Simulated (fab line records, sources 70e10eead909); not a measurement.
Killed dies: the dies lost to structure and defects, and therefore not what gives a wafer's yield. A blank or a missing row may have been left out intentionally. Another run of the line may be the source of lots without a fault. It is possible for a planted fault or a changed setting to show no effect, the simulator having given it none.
Which of the tools did it? -- flow nandHarc -- Sampling: 13 lots, 38 wafers, 6 of 1302 route steps

## WHAT THE GAUGES READ, wafer by wafer
NHARC_A_ONON_D2_THK_MEAS_05: measures by ellipsometry.
lot,measured,on,thkNm (nm)
L174,day 12 20:02,filmMetro-02,1008 1008 1008
L175,day 12 20:02,filmMetro-01,1001 1002 1003
L176,day 13 10:50,filmMetro-01,1004 1005 1005
L177,day 13 16:38,filmMetro-02,996 998 999
L178,day 14 14:02,filmMetro-01,994 995 996
L181,day 15 12:41,filmMetro-02,1004 1004 1004
L180,day 15 12:43,filmMetro-01,999 1000 998
L182,day 15 17:03,filmMetro-01,1014 1014 1012
L183,day 16 05:03,filmMetro-01,1006 1005 1004
L189,day 18 13:48,filmMetro-01,987 986 987
L193,day 20 01:14,filmMetro-01,1007 1006 1007
L192,day 20 01:02,filmMetro-01,1003 1004
L197,day 21 20:12,filmMetro-02,1009 1011 1007

NHARC_A_ONON_D2_THK_MEAS_11: measures by ellipsometry.
lot,measured,on,thkNm (nm)
L174,day 12 21:10,filmMetro-01,1017 1017 1018
L175,day 12 21:11,filmMetro-02,1008 1007 1007
L176,day 13 11:59,filmMetro-01,1004 1006 1004
L177,day 13 17:46,filmMetro-01,1007 1005 1007
L178,day 14 15:10,filmMetro-02,1005 1004 1004
L181,day 15 13:49,filmMetro-01,1024 1022 1024
L180,day 15 13:52,filmMetro-02,972 975 974
L182,day 15 18:11,filmMetro-01,999 998 997
L183,day 16 06:11,filmMetro-01,1004 1002 1004
L189,day 18 14:56,filmMetro-01,983 984 982
L193,day 20 02:22,filmMetro-01,987 988 989
L192,day 20 02:10,filmMetro-01,1135 1000
L197,day 21 21:20,filmMetro-01,1008 1007 1008

NHARC_END_SORT_01.
lot,measured,on,killedAtArray,killedAtOther,killedAtPeriphery,killedDies,killedOpen,killedShort
L192,day 32 17:34,prober-01,674 53,0 0,3 3,677 56,3 2,3 3

## TOOL THAT RAN EACH LOT (tool first, then ch and the chambers of the sampled wafers, then the start)
lot,NHARC_A_DECK1_JOINT_ETCHBACK_07,NHARC_A_DECK1_JOINT_CMP_13,NHARC_A_ONON_D2_DEP_09
L174,"rieSi-05 ch 0,2, day 11 03:22","cmp-03 ch 0,1,2, day 11 18:52","pecvdOnon-03 ch 0, day 12 20:39"
L175,"rieSi-05 ch 0,3, day 11 10:09","cmp-02 ch 0,2, day 11 18:50","pecvdOnon-01 ch 0, day 12 20:43"
L176,"rieSi-05 ch 0,3, day 12 00:28","cmp-02 ch 0,1,2, day 12 10:47","pecvdOnon-03 ch 0, day 13 11:35"
L177,"rieSi-05 ch 1,3, day 12 07:10","cmp-04 ch 0,1, day 12 17:16","pecvdOnon-03 ch 0, day 13 17:22"
L178,"rieSi-04 ch 0,2,3, day 13 02:36","cmp-03 ch 1,2,3, day 13 12:54","pecvdOnon-03 ch 0, day 14 14:43"
L181,"rieSi-04 ch 0,1,3, day 14 01:44","cmp-03 ch 0,1,2, day 14 11:54","pecvdOnon-02 ch 0, day 15 13:19"
L180,"rieSi-01 ch 1,2,3, day 14 01:46","cmp-02 ch 0,3, day 14 11:54","pecvdOnon-03 ch 0, day 15 13:24"
L182,"rieSi-05 ch 2,3, day 14 05:50","cmp-02 ch 0,2, day 14 15:59","pecvdOnon-03 ch 0, day 15 17:40"
L183,"rieSi-05 ch 0,2,3, day 14 14:09","cmp-02 ch 1,3, day 15 00:29","pecvdOnon-01 ch 0, day 16 05:47"
L189,"rieSi-01 ch 1,2,3, day 16 20:02","cmp-03 ch 0,1,3, day 17 06:31","pecvdOnon-02 ch 0, day 18 14:25"
L193,"rieSi-05 ch 0,1,2, day 18 13:46","cmp-03 ch 0,1, day 19 00:02","pecvdOnon-02 ch 0, day 20 01:52"
L192,"rieSi-01 ch 0,2, day 18 13:49","cmp-04 ch 1,2, day 19 00:07","pecvdOnon-03 ch 0, day 20 01:40"
L197,"rieSi-05 ch 2,3, day 20 10:37","cmp-02 ch 0,2, day 20 20:50","pecvdOnon-01 ch 0, day 21 20:49"
- NHARC_A_DECK1_JOINT_ETCHBACK_07: etches the open film in HBr, target depth 105 nm, time 26.9 s.
- NHARC_A_DECK1_JOINT_CMP_13: polishes, target thk 51.023 nm.
- NHARC_A_ONON_D2_DEP_09: target thk 1000 nm.

## AS READ BY THE TOOLS THEMSELVES (means over the sampled wafers that have a number; for cases with no such wafer, the mark the record gives instead)
NHARC_A_DECK1_JOINT_ETCHBACK_07.
lot,tool,drypumpMotorCurrentA (A),oesProductAu (a.u.),throttleValvePct (%)
L174,rieSi-05,5.8,1.007,23.262
L175,rieSi-05,6.3,1.005,23.264
L176,rieSi-05,6.3,1.011,23.271
L177,rieSi-05,6.3,0.997,23.260
L178,rieSi-04,5.6,1.010,23.265
L181,rieSi-04,5.6,1.013,23.273
L180,rieSi-01,5.4,1.009,23.266
L182,rieSi-05,6.0,1.013,23.266
L183,rieSi-05,6.0,1.007,23.269
L189,rieSi-01,5.4,1.006,23.263
L193,rieSi-05,6.1,0.996,23.267
L192,rieSi-01,5.5,0.986,23.267
L197,rieSi-05,5.9,1.006,23.268

NHARC_A_DECK1_JOINT_CMP_13.
lot,tool,motorCurrentA (A),timeToEndpointS (s)
L174,cmp-03,12.6,11.4
L175,cmp-02,12.4,7.9
L176,cmp-02,12.8,7.8
L177,cmp-04,11.5,8.7
L178,cmp-03,11.5,12.5
L181,cmp-03,12.5,8.8
L180,cmp-02,12.4,8.5
L182,cmp-02,12.4,8.0
L183,cmp-02,11.9,8.1
L189,cmp-03,12.1,11.8
L193,cmp-03,12.2,10.6
L192,cmp-04,13.1,8.5
L197,cmp-02,12.9,8.7

NHARC_A_ONON_D2_DEP_09.
lot,tool,n2FlowSccm (sccm)
L174,pecvdOnon-03,2748
L175,pecvdOnon-01,2755
L176,pecvdOnon-03,2749
L177,pecvdOnon-03,2745
L178,pecvdOnon-03,2746
L181,pecvdOnon-02,2758
L180,pecvdOnon-03,2756
L182,pecvdOnon-03,2759
L183,pecvdOnon-01,2748
L189,pecvdOnon-02,2744
L193,pecvdOnon-02,2756
L192,pecvdOnon-03,2739
L197,pecvdOnon-01,2755

## THE ANSWER, worked out from the rows above alone
Rule: usual is defined by the lots themselves. Put in order of their means at a reading, lots are off if they are a third of the lots or fewer, leave a main group of 4 or more, and stand apart from it by a gap of 3 or more times the standard deviation of the main group's means; of several such gaps the widest counts. If all means in a main group match to the digits the tables above print for the reading, that group is not used. A lot without any number at a reading at which 4 lots or more have one is off too. All remaining lots with rows at the step are treated as sound. The gauges are gone through in route order, then the tools' own readings, and for those a lot's mean is taken as printed above. At the first step where some lot is off, the reading lying furthest off is the one used; lots without a number count as furthest.
Off at NHARC_A_ONON_D2_THK_MEAS_11 (thkNm): L192. The main group has a mean of 1001 nm with a standard deviation of 13.
If a tool, at a process step before that reading, ran all the lots that are off and no sound lot after the first of them, it fits. Gauges at NHARC_A_ONON_D2_THK_MEAS_11: tried the same way as those tools. Can't be told from this: 3 tools fit, rieSi-01 at NHARC_A_DECK1_JOINT_ETCHBACK_07, cmp-04 at NHARC_A_DECK1_JOINT_CMP_13, pecvdOnon-03 at NHARC_A_ONON_D2_DEP_09.

## WHAT HAD BEEN PUT IN BY THE SIMULATOR
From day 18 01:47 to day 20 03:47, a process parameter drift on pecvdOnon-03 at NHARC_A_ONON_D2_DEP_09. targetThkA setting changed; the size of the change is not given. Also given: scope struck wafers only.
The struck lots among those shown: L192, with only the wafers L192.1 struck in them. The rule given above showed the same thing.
